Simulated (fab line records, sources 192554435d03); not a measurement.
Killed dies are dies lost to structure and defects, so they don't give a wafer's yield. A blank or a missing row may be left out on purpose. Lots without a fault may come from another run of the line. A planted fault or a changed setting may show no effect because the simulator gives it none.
Chamber matching | flow n5_finfet | N5_BEOL_M2_PECVD_72 on pecvd-03: 3 sister chambers
The step deposits SiO2 from TEOS/O2, target thk 16 nm, time 18 s. 6 wafers are shown with their chamber, then 8 later ones without.

WAFERS WITH THEIR CHAMBER
wafer  | chamber | throttle_valve_pct (%) | showerhead_plenum_p_Torr (Torr)
L078.5 | 1       | 24.0                   | 8.90
L079.5 | 1       | 23.8                   | 8.90
L087.5 | 0       | 21.9                   | 8.84
L090.3 | 0       | 22.0                   | 8.84
L090.4 | 2       | 21.7                   | 8.75
L091.1 | 2       | 21.7                   | 8.76

WAFERS WITHOUT THEIR CHAMBER
wafer  | throttle_valve_pct (%) | showerhead_plenum_p_Torr (Torr)
L091.2 | 22.0                   | 8.79
L091.5 | 24.1                   | 8.91
L092.1 | 21.8                   | 8.83
L092.2 | 23.9                   | 8.89
L092.3 | 21.4                   | 8.79
L095.2 | 21.8                   | 8.85
L095.3 | 21.7                   | 8.77
L095.4 | 23.9                   | 8.90

WHICH CHAMBER EACH WENT THROUGH
wafer  | from the rows above | in truth
L091.2 | 2                   | 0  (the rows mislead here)
L091.5 | 1                   | 1
L092.1 | 0                   | 0
L092.2 | 1                   | 1
L092.3 | 2                   | 2
L095.2 | 0                   | 0
L095.3 | 2                   | 2
L095.4 | 1                   | 1
Placed correctly: 7 of 8. Can't be placed from these rows: 0. Placed wrongly: 1.
How it was worked out, from the rows above alone: a wafer's distance from a chamber is the root of the sum, over the readings, of the square of ((its reading less the chamber's mean) divided by the reading's scatter). The wafer belongs to the nearest chamber; if the next one is less than 2 further off, it can't be placed. A chamber's mean is the mean of its shown wafers. The scatter: the root of (the sum of the squares of (reading less its chamber's mean) over the shown wafers, divided by (wafers less chambers)).
